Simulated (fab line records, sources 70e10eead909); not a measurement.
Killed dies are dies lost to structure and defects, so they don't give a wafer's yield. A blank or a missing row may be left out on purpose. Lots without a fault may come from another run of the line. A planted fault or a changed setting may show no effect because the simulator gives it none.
Chamber matching | flow nand_harc | NHARC_A_M1_ETCH_35 on rie_diel-11: 4 sister chambers
The step etches the open film in N2/H2, target depth 40 nm, overetch 12 nm, time 43.94 s. 18 wafers are shown with their chamber, then 9 later ones without.

WAFERS WITH THEIR CHAMBER
wafer  | chamber | rf_vpp_V (V) | throttle_valve_pct (%) | oes_product_au (a.u.)
L077.3 | 0       | 431.2        | 14.170                 | 1.020
L077.5 | 3       | 434.8        | 14.161                 | 1.007
L077.6 | 2       | 430.6        | 14.173                 | 1.004
L079.1 | 3       | 434.5        | 14.170                 | 1.001
L079.3 | 0       | 431.9        | 14.167                 | 1.003
L079.6 | 2       | 431.6        | 14.170                 | 0.992
L084.1 | 0       | 431.5        | 14.162                 | 0.997
L084.2 | 3       | 433.7        | 14.173                 | 1.011
L084.4 | 0       | 431.0        | 14.162                 | 1.012
L087.1 | 2       | 433.1        | 14.179                 | 0.996
L087.2 | 3       | 434.4        | 14.168                 | 0.991
L087.5 | 2       | 431.4        | 14.173                 | 0.996
L088.3 | 2       | 432.6        | 14.167                 | 1.002
L088.4 | 2       | 431.9        | 14.170                 | 1.005
L088.5 | 3       | 434.2        | 14.170                 | 1.006
L089.1 | 3       | 433.7        | 14.175                 | 1.010
L089.4 | 1       | 430.7        | 14.167                 | 0.998
L089.5 | 3       | 435.3        | 14.185                 | 1.004

SIGNATURES (means of the wafers above)
reading            | chamber 0 | chamber 1 | chamber 2 | chamber 3 | scatter within a chamber
rf_vpp_V           | 431.400   | 430.700   | 431.867   | 434.371   | 0.677
throttle_valve_pct | 14.16525  | 14.16700  | 14.17200  | 14.17171  | 0.0057
oes_product_au     | 1.00800   | 0.99800   | 0.99917   | 1.00429   | 0.00716
Rule: a wafer's distance from a chamber is the root of the sum, over the readings, of the square of ((its reading less the chamber's mean) divided by the reading's scatter). The wafer belongs to the nearest chamber; if the next one is less than 2 further off, it can't be placed. The scatter: the root of (the sum of the squares of (reading less its chamber's mean) over the shown wafers, divided by (wafers less chambers)).

WAFERS WITHOUT THEIR CHAMBER
wafer  | rf_vpp_V (V) | throttle_valve_pct (%) | oes_product_au (a.u.)
L095.2 | 431.3        | 14.170                 | 0.993
L095.3 | 431.1        | 14.182                 | 1.015
L095.6 | 429.4        | 14.170                 | 1.004
L094.1 | 431.6        | 14.160                 | 0.996
L094.2 | 431.4        | 14.174                 | 1.007
L094.6 | 431.7        | 14.187                 | 1.004
L096.1 | 432.2        | 14.167                 | 1.001
L096.3 | 434.9        | 14.185                 | 1.009
L096.4 | 432.2        | 14.163                 | 1.000

WHICH CHAMBER EACH WENT THROUGH
wafer  | from the rows above               | in truth
L095.2 | can't be placed: 1 or 2 or 0      | 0
L095.3 | can't be placed: 2 or 0 or 1      | 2
L095.6 | can't be placed: 1 or 0 or 2      | 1
L094.1 | can't be placed: 1 or 0 or 2      | 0
L094.2 | can't be placed: 2 or 0 or 1      | 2
L094.6 | can't be placed: 2 or 0 or 1      | 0
L096.1 | can't be placed: 2 or 0 or 1      | 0
L096.3 | 3                                 | 3
L096.4 | can't be placed: 2 or 0 or 1 or 3 | 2
Placed correctly: 1 of 9. Can't be placed from these rows: 8 (the true chamber is among the candidates in 8). Placed wrongly: 0.
